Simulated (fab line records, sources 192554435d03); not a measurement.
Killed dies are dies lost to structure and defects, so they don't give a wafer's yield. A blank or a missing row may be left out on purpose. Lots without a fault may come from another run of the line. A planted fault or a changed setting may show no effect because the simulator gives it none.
Chamber matching | flow n5_finfet | N5_FIN_SAQP_SPACER1_ALD_24 on ald_sin-01: 4 sister chambers
The step deposits SiO2, target thk 20.3 nm, pulse time 1 s, purge time 2 s. 14 wafers are shown with their chamber, then 7 later ones without.

WAFERS WITH THEIR CHAMBER
wafer  | chamber | heater_power_w (W) | precursor_pulse_height_rel
L075.1 | 1       | 484                | 1.026
L075.3 | 2       | 471                | 1.017
L075.5 | 3       | 350                | 1.008
L078.1 | 0       | 385                | 0.987
L078.2 | 1       | 479                | 1.002
L078.6 | 1       | 471                | 1.008
L081.2 | 1       | 466                | 1.004
L081.3 | 2       | 462                | 1.006
L081.5 | 3       | 346                | 0.988
L084.1 | 3       | 354                | 0.948
L084.3 | 1       | 480                | 0.980
L084.6 | 2       | 467                | 0.987
L085.1 | 2       | 473                | 1.024
L085.2 | 0       | 392                | 0.972

SIGNATURES (means of the wafers above)
reading                    | chamber 0 | chamber 1 | chamber 2 | chamber 3 | scatter within a chamber
heater_power_w             | 388.50    | 476.00    | 468.25    | 350.00    | 5.84
precursor_pulse_height_rel | 0.97950   | 1.00400   | 1.00850   | 0.98133   | 0.0196
Rule: a wafer's distance from a chamber is the root of the sum, over the readings, of the square of ((its reading less the chamber's mean) divided by the reading's scatter). The wafer belongs to the nearest chamber; if the next one is less than 2 further off, it can't be placed. The scatter: the root of (the sum of the squares of (reading less its chamber's mean) over the shown wafers, divided by (wafers less chambers)).

WAFERS WITHOUT THEIR CHAMBER
wafer  | heater_power_w (W) | precursor_pulse_height_rel
L085.6 | 470                | 0.975
L093.1 | 346                | 0.999
L093.4 | 475                | 0.974
L093.5 | 396                | 1.000
L094.2 | 399                | 1.019
L094.5 | 409                | 1.016
L094.6 | 359                | 0.987

WHICH CHAMBER EACH WENT THROUGH
wafer  | from the rows above     | in truth
L085.6 | can't be placed: 2 or 1 | 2
L093.1 | 3                       | 3
L093.4 | can't be placed: 1 or 2 | 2
L093.5 | 0                       | 0
L094.2 | 0                       | 0
L094.5 | 0                       | 0
L094.6 | 3                       | 3
Placed correctly: 5 of 7. Can't be placed from these rows: 2 (the true chamber is among the candidates in 2). Placed wrongly: 0.
